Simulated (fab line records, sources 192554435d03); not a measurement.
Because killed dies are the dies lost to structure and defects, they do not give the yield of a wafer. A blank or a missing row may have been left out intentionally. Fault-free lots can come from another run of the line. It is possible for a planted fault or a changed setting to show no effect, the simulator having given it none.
Split-lot experiment ; flow n5_finfet ; 39 wafers read across 7 lots, on a route 1938 steps long

ON THE SPLIT
At N5_BEOL_M5_ILD_DEP_00 (deposits SiCOH lowk from DEMS/porogen, target thk 140.64 nm, time 25.9 s), the setting target_thk_a was moved away from the recipe's 1406.4 angstrom on 12 of the 39 wafers read, by -26.5% to +53.7%. This setting was run at the recipe's value on the other wafers.

BETWEEN THE SPLIT AND THE READING: the file shows 1 step in between
- N5_BEOL_M5_CURE_79: cures SiCOH lowk, time 240 s

THE READING
Values of M5_ILD_THK in nm from N5_BEOL_M5_THK_MEAS_01. Fault-free wafers of this fab line usually give 121.2 nm, standard deviation 1.9 nm.

wafer;tool, chamber at the split;target_thk_a as run, angstrom;against the recipe;M5_ILD_THK, nm;against lot-mates on the recipe
L075.2;pecvd-01, 2;1406.4;recipe;118.6;-
L075.4;pecvd-01, 0;1406.4;recipe;121.9;-
L075.5;pecvd-01, 1;1406.4;recipe;123.5;-
L076.1;pecvd-01, 2;1694;+20.4%;143.1;+22.9
L076.2;pecvd-01, 1;1406.4;recipe;119.8;-
L076.3;pecvd-01, 0;1406.4;recipe;119.2;-
L076.4;pecvd-01, 1;1694;+20.4%;146.6;+26.4
L076.5;pecvd-01, 2;1694;+20.4%;145.8;+25.6
L076.6;pecvd-01, 0;1406.4;recipe;121.5;-
L080.1;pecvd-03, 1;2162;+53.7%;189.5;+67.2
L080.2;pecvd-03, 2;2162;+53.7%;187.1;+64.8
L080.3;pecvd-03, 0;1406.4;recipe;121.0;-
L080.4;pecvd-03, 0;1406.4;recipe;122.5;-
L080.5;pecvd-03, 1;2162;+53.7%;191.8;+69.5
L080.6;pecvd-03, 2;1406.4;recipe;123.4;-
L085.1;pecvd-03, 2;1034;-26.5%;89.7;-32.7
L085.2;pecvd-03, 1;1406.4;recipe;122.7;-
L085.3;pecvd-03, 0;1406.4;recipe;121.0;-
L085.4;pecvd-03, 0;1034;-26.5%;88.3;-34.1
L085.5;pecvd-03, 1;1034;-26.5%;90.7;-31.7
L085.6;pecvd-03, 2;1406.4;recipe;123.4;-
L087.1;pecvd-02, 0;1406.4;recipe;120.5;-
L087.2;pecvd-02, 1;1406.4;recipe;119.0;-
L087.3;pecvd-02, 2;1406.4;recipe;120.3;-
L087.4;pecvd-02, 1;1406.4;recipe;120.6;-
L087.5;pecvd-02, 2,0;1406.4;recipe;122.0;-
L087.6;pecvd-02, 2,0;1406.4;recipe;122.0;-
L090.1;pecvd-01, 2;1406.4;recipe;118.0;-
L090.2;pecvd-01, 1;1927;+37.0%;165.7;+46.2
L090.3;pecvd-01, 0;1406.4;recipe;120.6;-
L090.4;pecvd-01, 1;1927;+37.0%;169.3;+49.8
L090.5;pecvd-01, 0;1927;+37.0%;168.3;+48.8
L090.6;pecvd-01, 2;1406.4;recipe;119.9;-
L091.1;pecvd-03, 0;1406.4;recipe;119.7;-
L091.2;pecvd-03, 2;1406.4;recipe;121.2;-
L091.3;pecvd-03, 1;1406.4;recipe;123.7;-
L091.4;pecvd-03, 1;1406.4;recipe;124.6;-
L091.5;pecvd-03, 2;1406.4;recipe;123.2;-
L091.6;pecvd-03, 0;1406.4;recipe;122.8;-
When a row names more than one chamber, that row covers several wafers, and the file does not tell which wafer ran in which chamber.

THE FIT
A straight line over all 39 wafers: M5_ILD_THK changes by +1.25 nm for each +1% of target_thk_a; r = +1.00; the points scatter about the line by 1.8 nm.
The same after taking each lot's own level away (the mean of its wafers on the recipe; 39 wafers): +1.26 nm for each +1%; r = +1.00; scatter 1.5 nm.
That fit puts the effect of the largest move of target_thk_a on the reading at 68 nm.
The lots' own levels span 119.50 to 122.53 nm, that is 1.6 times the standard deviation above.
So the lot-to-lot level changes the slope little: the two slopes agree.
Check: +67.8 nm against its lot-mates is what the line predicts for one of the wafers moved furthest among these (+53.7%) when that wafer is left out of the fit. Against them it came out at +67.2 nm.

THE OTHER SPLITS THESE WAFERS WENT THROUGH
Note: prior to the reading, these wafers also went through further splits. Each is held against what the fit with the lots' levels taken away leaves over:
other split on the same wafers;wafers away from the commonest value;r with M5_ILD_THK (lot level and that fit taken away)
N5_MOL_CONTACT_COAG_ALD_131 ald_cycles;12;-0.07
N5_BEOL_M1_PECVD_72 time_s;15;+0.07

THE WHOLE CHAIN: every reading that the file lists as answering this split, in the file's order
step;what it does;reading;change (the file's fit);r (the file's)
N5_BEOL_M5_ILD_DEP_00;deposits SiCOH lowk from DEMS/porogen, target thk 140.64 nm, time 25.9 s;SiCOH_lowk_of_BEOL_M5_ILD_DEP_00.thk_nm (the simulator's own value, which no gauge read);+1.45 nm for each +1% of the setting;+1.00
N5_BEOL_M5_CURE_79;cures SiCOH lowk, time 240 s;SiCOH_lowk_of_BEOL_M5_ILD_DEP_00.thk_nm (the simulator's own value, which no gauge read);+1.26 nm for each +1% of the setting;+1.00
N5_BEOL_M5_THK_MEAS_01;;M5_ILD_THK;+1.26 for each +1% of the setting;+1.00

THE FILE'S OWN FIT
M5_ILD_THK changes by +1.26 nm for each +1% of target_thk_a, r = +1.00.
